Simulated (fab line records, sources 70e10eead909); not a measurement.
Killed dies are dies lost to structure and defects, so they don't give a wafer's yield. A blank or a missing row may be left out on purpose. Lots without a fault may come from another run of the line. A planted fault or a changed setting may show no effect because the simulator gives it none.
A struck lot beside a sound one | flow nand_harc | 13 steps out of a route of 1159
Sound: wafers L398.2, L398.4, L398.5. Struck: wafer L412.3. (L412.4, L412.6 of the same lot were not struck and are left out.) The cause comes at the end.
At each step with rows: each side's tool, then ch and its chambers, then its first start. Under that, the readings that differ: sound wafers | struck wafers | difference of the means | sigmas: that difference in standard deviations of wafers without a fault.
alike: readings whose means differ by less than 2 such deviations, and words and numbers that are the same on both sides. not compared: withheld readings, readings that some wafer has no value for, bounds like >300 that may hide the same value, and numbers for which the record gives no deviation and whose values overlap.
The two part at a step that has a row with sigmas, a row that says differs or no value, or rows on one side only. Numbers that don't overlap but have no deviation are shown without sigmas and don't part them. A reading that every wafer of one side lacks parts them only if that side has two wafers or more.

first, 1 step without rows for these wafers: NHARC_A_WL_FILL_CVD_03 (deposits W, target thk 40 nm, time 3302 s).
NHARC_A_WL_FILL_ETCHBACK_04: etches the open film in NF3, target depth 60 nm, time 120 s.
  sound on rie_metal-01 ch 1, day 15 10:48; struck on rie_metal-02 ch 0, day 18 22:49
  alike: drypump_motor_current_A, oes_product_au, run_length_s
  not compared: rf_hours_counter_h
NHARC_A_WL_FILL_ETCHBACK_05: etches the open film in Cl2/BCl3, target depth 22 nm, time 60 s.
  sound on rie_metal-01 ch 0,1, day 15 11:02; struck on rie_metal-02 ch 1, day 18 23:01
  reading               | sound             | struck | difference | sigmas
  oes_product_au (a.u.) | 0.993 0.986 0.999 | 1.022  | +0.029     | +2
  alike: drypump_motor_current_A, run_length_s
  not compared: rf_hours_counter_h
then, 5 steps without rows for these wafers: NHARC_A_WL_FILL_STRIP_27 (strips in N2/H2, time 20 s); NHARC_A_WL_FILL_STRIP_28 (strips in post etch residue remover, time 1200 s); NHARC_A_WL_FILL_PRECLEAN_06 (cleans in DIW, time 300 s); NHARC_A_WL_FILL_SRD_07; NHARC_A_WL_FILL_ANNEAL_08 (time 1800 s).
NHARC_A_WL_FILL_ALD_10: deposits SiO2, target thk 50 nm, pulse time 10 s, ald cycles 500.
  sound on ald_hk-01 ch 0,1,3, day 15 18:38; struck on ald_hk-02 ch 1, day 19 05:25
  reading                  | sound       | struck | difference | sigmas
  heater_power_outer_w (W) | 287 220 299 | 209    | -60        | -3
  heater_power_w (W)       | 449 393 523 | 372    | -83        | -2
  alike: precursor_pulse_height_rel
  not compared: since_wet_clean_h
NHARC_A_WL_FILL_ETCHBACK_16: etches the open film in C4F8/O2/Ar, target depth 88 nm, time 17.6 s.
  sound on rie_diel-08 ch 2,3; struck on rie_diel-04 ch 1
  alike: oes_product_au, rf_vpp_V, run_length_s
  not compared: rf_hours_counter_h
NHARC_A_WL_FILL_STRIP_29: strips in O2, time 20 s.
  sound on rie_diel-08 ch 1,3, day 15 22:20; struck on rie_diel-04 ch 1, day 19 12:14
  alike: drypump_motor_current_A, oes_product_au, rf_vpp_V, showerhead_plenum_p_Torr, throttle_valve_pct
  not compared: rf_hours_counter_h
NHARC_A_WL_FILL_ETCHBACK_17: etches the open film in Cl2/BCl3, target depth 4 nm, time 26.7 s.
  sound on rie_metal-03 ch 0,1, day 15 22:25; struck on rie_metal-03 ch 1, day 19 12:25
  reading          | sound          | struck | difference | sigmas
  run_length_s (s) | 47.5 48.1 47.1 | 38.4   | -9.2       | -20
  alike: drypump_motor_current_A, oes_product_au
  not compared: rf_hours_counter_h
then, 1 step without rows for these wafers: NHARC_A_WL_FILL_PRECLEAN_18 (cleans in dHF, time 30 s).

WHERE THEY PART
First at NHARC_A_WL_FILL_ETCHBACK_05; last, within this record, at NHARC_A_WL_FILL_ETCHBACK_17.

WHY: what the simulator had put in
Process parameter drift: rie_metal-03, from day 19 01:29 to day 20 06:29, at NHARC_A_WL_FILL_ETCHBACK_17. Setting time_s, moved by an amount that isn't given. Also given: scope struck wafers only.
